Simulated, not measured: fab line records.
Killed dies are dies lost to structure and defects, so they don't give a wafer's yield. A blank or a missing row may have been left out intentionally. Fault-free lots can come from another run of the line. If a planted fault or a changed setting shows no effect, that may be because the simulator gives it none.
Code-filled problem report in 8D (eight disciplines) form    flow n5-finfet    the parts of the form that need people (team, actions taken, sign-off) are left out

== 1. WHAT WENT WRONG ==
Wafers with no fault read 150.0 W with a standard deviation of 0.45, whereas bias-w at N5_BEOL_M2_ETCH_64 reads a mean of 142.9 W on 1 wafer of 1 lot. Relative to the usual mean, that is a shift of -16 standard deviations.
The step: etches SOC in N2/H2, target depth 75 nm, overetch 22.5 nm, time 121.9 s.
First observed at day 11 02:07: wafer L595.2, on rie-diel-05. The record has a number at this step for 27 wafers belonging to 9 lots. Rule for "out", or "out of limits": more than 4 standard deviations from the usual mean. The rest of the wafers with a number are treated as sound.

== 2. WHAT IT IS, AND WHAT IT ISN'T ==
question                     is                 is not
which readings at this step  bias-w, rf-vpp-V   drypump-motor-current-A, oes-product-au, showerhead-plenum-p-Torr, throttle-valve-pct
which lots                   L595               L581, L582, L585, L586, L587, L598, L600, L601
which wafers of those lots   L595.2             L595.3, L595.6
read on which tools          rie-diel-05        rie-diel-02, rie-diel-04
when                         from day 11 02:07  up to then (17 sound wafers); but 9 sound wafers of L598, L600, L601 came after

== 3. SUSPECTS, AND WHAT RULES EACH OUT ==
Counting: if a tool at a process step up to the reading ran every lot that is out, it stays a suspect. Sound lots after the first of them don't rule it out here, since some wafers of a struck lot are sound.
- pvd-sputter-02 at N5_BEOL_M1_SPUTTER_94 (material Cu, target thk 4.5 nm, time 8.29 s): kept. L595, the lot that is out, went through it at day 10 23:00; up to then, the latest sound lot through it was L586 at day 8 10:01.
- rie-diel-05 at N5_BEOL_M2_ETCH_63 (etches SiARC in CF4, target depth 15.6 nm, time 26 s): kept. L595, the lot that is out, went through it at day 11 02:05; up to then, the latest sound lot through it was L587 at day 8 22:53.
- rie-diel-05 at N5_BEOL_M2_ETCH_64 (etches SOC in N2/H2, target depth 75 nm, overetch 22.5 nm, time 121.9 s): kept. L595, the lot that is out, went through it at day 11 02:07; up to then, the latest sound lot through it was L587 at day 8 22:55. Out on those wafers are its own readings of bias-w, rf-vpp-V.
- In rie-diel-05 at N5_BEOL_M2_ETCH_63, the wafers that are out were processed in chamber 2 and their sound lot-mates in chambers 0, 3.
- In rie-diel-05 at N5_BEOL_M2_ETCH_64, the wafers that are out were processed in chamber 2 and their sound lot-mates in chambers 0, 3.
Still standing after the count: pvd-sputter-02 at N5_BEOL_M1_SPUTTER_94, rie-diel-05 at N5_BEOL_M2_ETCH_63, rie-diel-05 at N5_BEOL_M2_ETCH_64.

== 4. THE CAUSE (what the simulator had put in) ==
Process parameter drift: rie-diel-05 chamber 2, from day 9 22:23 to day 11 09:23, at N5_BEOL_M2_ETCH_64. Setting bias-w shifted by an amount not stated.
3 suspects survive the count, and this tool is in that group.

== 5. THE CHAIN OF EFFECTS, in route order ==
Each row: a reading whose mean over the struck wafers that have a number lies more than 3 standard deviations from the usual. Readings are gone through only where the record gives a usual standard deviation; hours: the median, over the lots, of the time from a lot's start at the first step in this table giving one to that lot's start at this step; sigmas: the change measured in usual standard deviations.
hours  step                reading   usual    on struck wafers  change  sigmas
0      N5_BEOL_M2_ETCH_64  bias-w    150.0 W  142.9             -7.1    -16
0      N5_BEOL_M2_ETCH_64  rf-vpp-V  524.5 V  510.7             -13.8   -6.0
It contains these process steps:
- N5_BEOL_M2_ETCH_64: etches SOC in N2/H2, target depth 75 nm, overetch 22.5 nm, time 121.9 s.
Later steps that measure or inspect, where all struck wafers having a row at the step show a number for every such reading and not one has moved that far: N5_BEOL_M4_RC_MEAS_101.

== 6. WHAT WOULD HAVE CAUGHT IT SOONER ==
In this record the first reading out of limits was taken at day 11 02:07, 28 hours after the fault began at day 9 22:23.
